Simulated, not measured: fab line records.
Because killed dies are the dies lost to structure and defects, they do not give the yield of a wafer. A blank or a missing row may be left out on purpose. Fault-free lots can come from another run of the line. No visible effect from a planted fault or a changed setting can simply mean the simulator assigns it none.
Matching of chambers	flow n5 finfet	rie diel-01 running N5_SD_EPI_P_ETCHBACK_46: 4 sister chambers
The step etches SiNx in CH3F/O2, stops on SiO2, target depth 17.5 nm. 16 wafers are shown with their chamber, then 8 later ones without.

== WAFERS PAIRED WITH THEIR CHAMBERS ==
wafer	chamber	showerhead plenum p Torr (Torr)	drypump motor current A (A)	throttle valve pct (%)
L076.1	0	2.03	6.3	15.91
L076.2	1	2.02	6.0	16.55
L076.6	0	2.03	6.2	15.92
L079.3	0	2.02	6.3	15.92
L079.5	0	2.02	6.3	15.91
L079.6	1	2.02	6.0	16.56
L084.3	2	1.91	4.9	16.63
L084.5	2	1.91	4.9	16.66
L084.6	1	2.01	6.1	16.57
L087.2	0	2.02	6.3	15.95
L087.5	0	2.02	6.2	15.95
L087.6	3	2.11	5.1	16.02
L090.1	1	2.01	6.1	16.60
L090.3	0	2.02	6.3	15.97
L090.4	2	1.91	4.9	16.67
L093.1	3	2.11	5.1	16.03

SIGNATURES (averages over the wafers above)
reading	chamber 0	chamber 1	chamber 2	chamber 3	scatter within a chamber
showerhead plenum p Torr	2.0229	2.0150	1.9100	2.1100	0.0045
drypump motor current A	6.271	6.050	4.900	5.100	0.045
throttle valve pct	15.9329	16.5700	16.6533	16.0250	0.0217
Rule: distance of a wafer from a chamber = root of the sum over the readings of ((wafer's reading minus chamber's mean) / reading's scatter) squared. If the next closest chamber is less than 2 further off than the closest, the wafer can't be placed; otherwise it belongs to the closest. The scatter: take each reading less its chamber's mean, square it, sum over the shown wafers, divide by the number of wafers less the number of chambers, and take the root.

== WAFERS WHOSE CHAMBER IS MISSING ==
wafer	showerhead plenum p Torr (Torr)	drypump motor current A (A)	throttle valve pct (%)
L093.2	1.90	4.9	16.69
L093.3	2.01	6.0	16.61
L094.2	2.11	5.1	16.03
L094.4	2.01	6.0	16.62
L094.6	1.90	4.9	16.70
L095.3	2.01	6.0	16.60
L095.4	2.11	5.1	16.03
L095.6	1.90	4.9	16.68

== CHAMBER TAKEN BY EACH ==
wafer	from the rows above	in truth
L093.2	2	2
L093.3	1	1
L094.2	3	3
L094.4	1	1
L094.6	2	2
L095.3	1	1
L095.4	3	3
L095.6	2	2
8 of 8 placed correctly. Not placeable from these rows: 0. 0 placed wrongly.
